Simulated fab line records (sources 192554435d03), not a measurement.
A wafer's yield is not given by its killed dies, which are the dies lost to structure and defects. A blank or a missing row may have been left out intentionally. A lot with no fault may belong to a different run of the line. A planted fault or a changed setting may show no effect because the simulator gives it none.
A lot that was struck, set against a sound lot :: flow n5-finfet :: 30 out of 1938 route steps
Sound: these wafers, L689.1, L689.2, L689.3. Struck: wafers L691.3, L691.4 (left out: L691.5, a lot-mate that was not struck); the cause follows at the end.
Each step with rows lists, per side, the tool, then ch with its chambers, then its first start. Under that, the readings that differ: sound wafers :: struck wafers :: difference of the means :: sigmas: that difference in standard deviations of wafers without a fault.
alike: same words and numbers on both sides, and readings whose means sit less than 2 such deviations apart. not compared: any withheld reading, any reading some wafer has no value for, any bound like >300 that may hide the same value, and any number with overlapping values for which the record gives no deviation.
A row with sigmas, a row that says differs or no value, or rows on one side alone: a step with any of these is where the two part. When numbers do not overlap yet have no deviation, they are printed without sigmas and do not part them. Lack of a reading on every wafer of one side parts them only where that side has two or more wafers.

first, 8 steps without rows for these wafers: N5_ILD0_LINER_00 (material SiNx, target thk 4 nm, pulse time 1 s, purge time 2 s); N5_ILD0_FCVD_FILL_01 (material SiO2 flowable, target thk 200 nm, time 328.3 s); N5_ILD0_CURE_02 (time 1800 s); N5_ILD0_CMP_03 (polishes, stops on SiNx, t overpolish 1.9 s, target thk 197.38 nm); N5_ILD0_CMP_07 (polishes SiO2 flowable, stops on poly-Si, t overpolish 1.18 s, target thk 138.88 nm); N5_ILD0_PRECLEAN_10 (cleans in NF3:NH3, afs cycles 5, time 20 s, sublimation time 60 s); N5_ILD0_ALD_15 (deposits SiNx, target thk 24 nm, pulse time 1 s, ald cycles 480); N5_ILD0_CMP_12 (polishes SiNx, stops on poly-Si, t overpolish 6 s, target thk 17.67 nm).
N5_SDB_HM_DEP_00: deposits SiNx from SiH4/NH3/N2, target thk 40 nm, time 35.3 s.
  sound on pecvd-03 ch 0,2, day 5 06:32; struck on pecvd-04 ch 1,2, day 5 18:38
reading: model.SiNx_of_SDB_HM_DEP_00.thk-nm (nm)
sound: 38.8 39 40
struck: 32.4 32.2
difference: -7.0
sigmas: 
  alike: heater-power-w, showerhead-plenum-p-Torr, throttle-valve-pct
  not compared: since-wet-clean-h
then, 13 steps without rows for these wafers: N5_SDB_COAT_03 (time 60 s, resist thk 100 nm); N5_SDB_COAT_04 (time 60 s, resist thk 18 nm); N5_SDB_COAT_05 (resist thk 90 nm); N5_SDB_EBR_07; N5_SDB_SOFTBAKE_06 (time 60 s); N5_SDB_EXPOSE_08 (exposes mask SDB); N5_SDB_PEB_09 (peb time 60 s); N5_SDB_DEVELOP_10 (develop time 30 s); N5_SDB_DESCUM_16 (chemistry O2, time 7.9 s); N5_SDB_ETCH_17 (etches SiARC in CF4, target depth 23.4 nm, time 39 s); N5_SDB_ETCH_18 (etches SOC in N2/H2, target depth 100 nm, overetch 20 nm, time 150 s); N5_SDB_STRIP_19 (strips in N2/H2); N5_SDB_STRIP_21 (strips in CF4).
N5_SDB_HM_OPEN_20: chemistry CH3F/O2, target SiNx, stops on poly-Si, target depth 24 nm.
  sound on rie-diel-04 ch 0,1,3, day 5 07:20; struck on rie-diel-05 ch 2,3, day 5 19:24
reading: oes-product-au (a.u.)
sound: 0.66 0.57 0.58
struck: 0.48 0.48
difference: -0.12
sigmas: -2

reading: rf-hours-counter-h (h)
sound: 88 190 200
struck: 223 210
difference: +57
sigmas: 

reading: model.etch.depth-nm (nm)
sound: 22.79 22.96 24.08
struck: 16.41 16.17
difference: -6.99
sigmas: 
  alike: drypump-motor-current-A, oes_o_777_au, rf-vpp-V, showerhead-plenum-p-Torr, throttle-valve-pct
then, 5 steps without rows for these wafers: N5_SDB_STRIP_22 (strips in N2/H2); N5_SDB_PRECLEAN_23 (cleans in dHF, time 30 s); N5_SDB_DUMMY_REMOVE_24 (chemistry TMAH, target poly-Si, stops on SiO2, target depth 142 nm, time 57 s, rinse time 30 s); N5_SDB_ETCH_25 (etches SiO2 in C4F6/O2, target depth 10 nm, time 3.3 s); N5_SDB_CUT_ETCH_26 (etches Si in HBr/Cl2/O2, target depth 129.6 nm, bt time 20 s, time 51.8 s).
N5_SDB_PRECLEAN_38: cleans in dHF, time 10 s.
  sound on wet-bench-05 ch 3,4,5, day 5 08:26; struck on wet-bench-04 ch 1,6, day 5 19:54
reading: model.SiNx_of_SDB_HM_DEP_00.thk-nm (nm)
sound: 20.8 20.4 22
struck: 14.8 14.4
difference: -6.5
sigmas: 
then, 1 step without rows for these wafers: N5_SDB_PRECLEAN_39 (cleans in O3/DIW, time 45 s).

WHERE THEY PART
Only at N5_SDB_HM_OPEN_20, within this record.

WHY: what had been put in by the simulator
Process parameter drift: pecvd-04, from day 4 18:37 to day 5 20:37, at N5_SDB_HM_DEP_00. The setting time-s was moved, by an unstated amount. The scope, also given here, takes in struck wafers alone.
